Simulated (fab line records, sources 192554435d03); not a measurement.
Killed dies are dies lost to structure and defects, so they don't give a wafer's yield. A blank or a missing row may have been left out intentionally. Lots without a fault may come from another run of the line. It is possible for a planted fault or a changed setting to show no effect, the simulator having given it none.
Chamber matching | flow n5-finfet | N5_BEOL_M1_STRIP_36 on rie-diel-02: 4 sister chambers
The step strips in N2/H2. 22 wafers are shown with their chamber, then 11 later ones without.

## WAFERS PAIRED WITH THEIR CHAMBERS
wafer  | chamber | drypump-motor-current-A (A) | throttle-valve-pct (%) | oes-product-au (a.u.)
L074.2 | 2       | 6.2                         | 24.37                  | 0.69
L074.4 | 0       | 5.6                         | 23.77                  | 0.74
L074.6 | 3       | 6.1                         | 23.97                  | 0.70
L082.3 | 0       | 5.6                         | 23.81                  | 0.72
L082.5 | 0       | 5.6                         | 23.77                  | 0.73
L082.6 | 2       | 6.1                         | 24.36                  | 0.67
L083.3 | 3       | 6.1                         | 23.43                  | 0.99
L083.4 | 0       | 5.6                         | 23.79                  | 0.73
L083.6 | 1       | 6.6                         | 23.76                  | 0.72
L084.1 | 1       | 6.6                         | 23.75                  | 0.71
L084.3 | 1       | 6.6                         | 23.76                  | 0.72
L084.4 | 3       | 6.1                         | 23.40                  | 1.00
L086.2 | 1       | 6.5                         | 23.72                  | 0.70
L086.3 | 3       | 6.1                         | 23.44                  | 0.97
L086.6 | 0       | 5.6                         | 23.82                  | 0.72
L089.1 | 2       | 6.2                         | 24.07                  | 0.96
L089.4 | 3       | 6.1                         | 23.48                  | 0.93
L089.6 | 2       | 6.2                         | 24.04                  | 0.95
L088.2 | 3       | 6.1                         | 23.47                  | 0.96
L088.4 | 1       | 6.6                         | 23.75                  | 0.69
L088.6 | 3       | 6.1                         | 23.45                  | 0.95
L092.1 | 2       | 6.1                         | 24.06                  | 0.95

SIGNATURES, as means of the wafers listed above
reading                 | chamber 0 | chamber 1 | chamber 2 | chamber 3 | scatter within a chamber
drypump-motor-current-A | 5.600     | 6.580     | 6.160     | 6.100     | 0.0333
throttle-valve-pct      | 23.7920   | 23.7480   | 24.1800   | 23.5200   | 0.141
oes-product-au          | 0.7280    | 0.7080    | 0.8440    | 0.9286    | 0.0928
Rule: distance of a wafer from a chamber = root of the sum over the readings of ((wafer's reading minus chamber's mean) / reading's scatter) squared. The wafer belongs to the nearest chamber; if the next one is less than 2 further off, it can't be placed. The scatter: the root of (the sum of the squares of (reading less its chamber's mean) over the shown wafers, divided by (wafers less chambers)).

## WAFERS WHOSE CHAMBER IS MISSING
wafer  | drypump-motor-current-A (A) | throttle-valve-pct (%) | oes-product-au (a.u.)
L092.3 | 6.1                         | 23.48                  | 0.93
L092.4 | 6.1                         | 24.09                  | 0.96
L094.1 | 5.6                         | 23.83                  | 0.70
L094.4 | 6.6                         | 23.75                  | 0.70
L094.6 | 6.1                         | 24.08                  | 0.95
L096.2 | 6.1                         | 23.45                  | 0.92
L096.4 | 6.1                         | 24.07                  | 0.91
L096.5 | 6.1                         | 23.46                  | 0.92
L097.2 | 5.6                         | 23.81                  | 0.70
L097.5 | 6.1                         | 23.44                  | 0.92
L097.6 | 5.6                         | 23.83                  | 0.70

## WHICH CHAMBER EACH ONE RAN IN
wafer  | from the rows above     | in truth
L092.3 | 3                       | 3
L092.4 | can't be placed: 2 or 3 | 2
L094.1 | 0                       | 0
L094.4 | 1                       | 1
L094.6 | can't be placed: 2 or 3 | 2
L096.2 | 3                       | 3
L096.4 | can't be placed: 2 or 3 | 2
L096.5 | 3                       | 3
L097.2 | 0                       | 0
L097.5 | 3                       | 3
L097.6 | 0                       | 0
Correctly placed: 8 of 11. Unplaceable from these rows: 3, with the true chamber sitting among the candidates in 3. 0 placed wrongly.
